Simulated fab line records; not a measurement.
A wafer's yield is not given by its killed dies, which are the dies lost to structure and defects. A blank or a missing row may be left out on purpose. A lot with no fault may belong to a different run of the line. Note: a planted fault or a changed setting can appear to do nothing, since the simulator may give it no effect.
Struck lot and sound lot, side by side ; flow n5-finfet ; 14 steps out of a route of 1938
Sound: the wafers L384.1, L384.3, L384.5. Struck: wafer L390.5 (left out: L390.6, a lot-mate that was not struck); the cause follows at the end.
At each step with rows: each side's tool, then ch and its chambers, then its first start. Under that, the readings that differ: sound wafers ; struck wafers ; difference of the means ; sigmas: that difference in standard deviations of wafers without a fault.
alike: a reading whose means differ by less than 2 such deviations, as well as words and numbers matching on both sides. not compared: withheld readings; readings where some wafer has no value; bounds like >300 that might hide an equal value; numbers whose values overlap and for which the record gives no deviation.
Wherever a step has rows on one side only, a row that says differs or no value, or a row with sigmas, the two part there. Numbers that don't overlap but have no deviation are shown without sigmas and don't part them. A reading missing from all wafers of one side parts the sides only when that side holds two or more wafers.

first, 8 steps without rows for these wafers: N5_BEOL_M9_COAT_64 (time 60 s, resist thk 12 nm); N5_BEOL_M9_COAT_75 (time 60 s, resist thk 5 nm); N5_BEOL_M9_COAT_22 (resist thk 30 nm); N5_BEOL_M9_EBR_24; N5_BEOL_M9_SOFTBAKE_23 (time 60 s); N5_BEOL_M9_EXPOSE_25 (exposes mask V8); N5_BEOL_M9_PEB_26 (peb time 60 s); N5_BEOL_M9_DEVELOP_27 (develop time 30 s).
N5_BEOL_M9_CD_MEAS_28: target cd 70 nm.
  sound on cd-sem-02 ch 0, day 11 07:10; struck on cd-sem-01 ch 0, day 12 14:20
  alike: cd-nm
N5_BEOL_M9_OVL_MEAS_29:
  sound on overlay-01 ch 0, day 11 07:13; struck on overlay-02 ch 0, day 12 14:23
  alike: V8_OVL
N5_BEOL_M9_INSPECT_30: inspects for defects (brightfield).
  sound: defect-inspect-01 at day 11 07:16; struck: defect-inspect-02 at day 12 14:25
  alike: raw-defect-count
N5_BEOL_M9_DESCUM_33: chemistry O2, time 7 s.
  sound on rie-diel-01 ch 0,2,3, day 11 07:18; struck on rie-diel-01 ch 3, day 12 14:28
  alike: drypump-motor-current-A, oes-product-au, rf-vpp-V, showerhead-plenum-p-Torr, throttle-valve-pct
  not compared: rf-hours-counter-h
N5_BEOL_M9_ETCH_76: etches underlayer in N2/H2, target depth 6.5 nm, time 5.2 s.
  sound on rie-diel-01 ch 0,2,3, day 11 07:20; struck on rie-diel-01 ch 3, day 12 14:29
reading;sound;struck;difference;sigmas
etch-rf-on-time-s (s);4.93 5.16 5.10;6.22;+1.16;+8
  alike: drypump-motor-current-A, oes-product-au, rf-vpp-V, showerhead-plenum-p-Torr, throttle-valve-pct
  not compared: rf-hours-counter-h
N5_BEOL_M9_ETCH_65: etches SiARC in CF4, target depth 15.6 nm, time 26 s.
  sound on rie-diel-01 ch 0,2,3, day 11 07:21; struck on rie-diel-01 ch 3, day 12 14:31
  alike: drypump-motor-current-A, etch-rf-on-time-s, oes-product-au, rf-vpp-V, showerhead-plenum-p-Torr, throttle-valve-pct
  not compared: rf-hours-counter-h

## WHERE THEY PART
Within this record, at N5_BEOL_M9_ETCH_76 only. Later steps at which nothing parts them and some readings are alike: N5_BEOL_M9_ETCH_65.

WHY: the cause the simulator had injected
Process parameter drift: rie-diel-01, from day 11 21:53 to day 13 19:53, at N5_BEOL_M9_ETCH_76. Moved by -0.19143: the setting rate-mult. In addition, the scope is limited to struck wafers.
